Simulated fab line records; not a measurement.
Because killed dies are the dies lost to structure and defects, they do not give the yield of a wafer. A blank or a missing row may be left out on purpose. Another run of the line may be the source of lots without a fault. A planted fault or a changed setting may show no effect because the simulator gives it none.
What tool caused it? :: flow nand-harc :: 7 lots, 21 wafers sampled, at 2 steps of a route of 1159

## WHAT THE GAUGES READ, wafer by wafer
NHARC_A_CONTACT_INSPECT_10.
lot: L560
measured: day 17 04:28
on: defect-inspect-01
raw-defect-count: 14 7 19

lot: L561
measured: day 17 11:05
on: defect-inspect-01
raw-defect-count: 8 6 10

lot: L564
measured: day 18 14:26
on: defect-inspect-01
raw-defect-count: 19 18 23

lot: L566
measured: day 19 01:44
on: defect-inspect-01
raw-defect-count: 10 8 11

lot: L572
measured: day 20 13:11
on: defect-inspect-01
raw-defect-count: 33 34 25

lot: L578
measured: day 22 07:13
on: defect-inspect-01
raw-defect-count: 514 514 557

lot: L580
measured: day 22 16:17
on: defect-inspect-02
raw-defect-count: 40 45 34

## EACH LOT AND THE TOOL THAT RAN IT (in order: tool; ch and the chambers of the sampled wafers; start)
lot: L560
NHARC_A_CONTACT_DEP_84: acl-dep-03 ch 0, day 17 02:23

lot: L561
NHARC_A_CONTACT_DEP_84: acl-dep-01 ch 0, day 17 09:31

lot: L564
NHARC_A_CONTACT_DEP_84: acl-dep-03 ch 0, day 18 12:04

lot: L566
NHARC_A_CONTACT_DEP_84: acl-dep-01 ch 0, day 18 23:48

lot: L572
NHARC_A_CONTACT_DEP_84: acl-dep-02 ch 0, day 20 11:04

lot: L578
NHARC_A_CONTACT_DEP_84: acl-dep-01 ch 0, day 22 05:19

lot: L580
NHARC_A_CONTACT_DEP_84: acl-dep-03 ch 0, day 22 14:19
- NHARC_A_CONTACT_DEP_84: deposits aC, target thk 2000 nm.

## THE ANSWER, worked out from the rows above alone
Rule: the usual values come from the lots themselves. The widest of any qualifying gaps counts: lots, ordered by their means at a reading, are off when they make up no more than a third of the lots, leave a main group of 4 or more, and stand apart from it by 3 or more times the standard deviation of that group's means. If all means in a main group match to the digits the tables above print for the reading, that group is not used. A lot without any number at a reading at which 4 lots or more have one is off too. The other lots that the step has rows for count as sound.
Off at NHARC_A_CONTACT_INSPECT_10 (raw-defect-count): L578. Main group: mean 20, sd 12.
A tool fits if, at a process step before that reading, it ran every lot that is off, and no sound lot after the first of them. Gauges at NHARC_A_CONTACT_INSPECT_10: tried the same way as those tools. Undecided on this evidence; 2 tools fit (acl-dep-01 at NHARC_A_CONTACT_DEP_84, defect-inspect-01 at NHARC_A_CONTACT_INSPECT_10).

## WHAT HAD BEEN PUT IN BY THE SIMULATOR
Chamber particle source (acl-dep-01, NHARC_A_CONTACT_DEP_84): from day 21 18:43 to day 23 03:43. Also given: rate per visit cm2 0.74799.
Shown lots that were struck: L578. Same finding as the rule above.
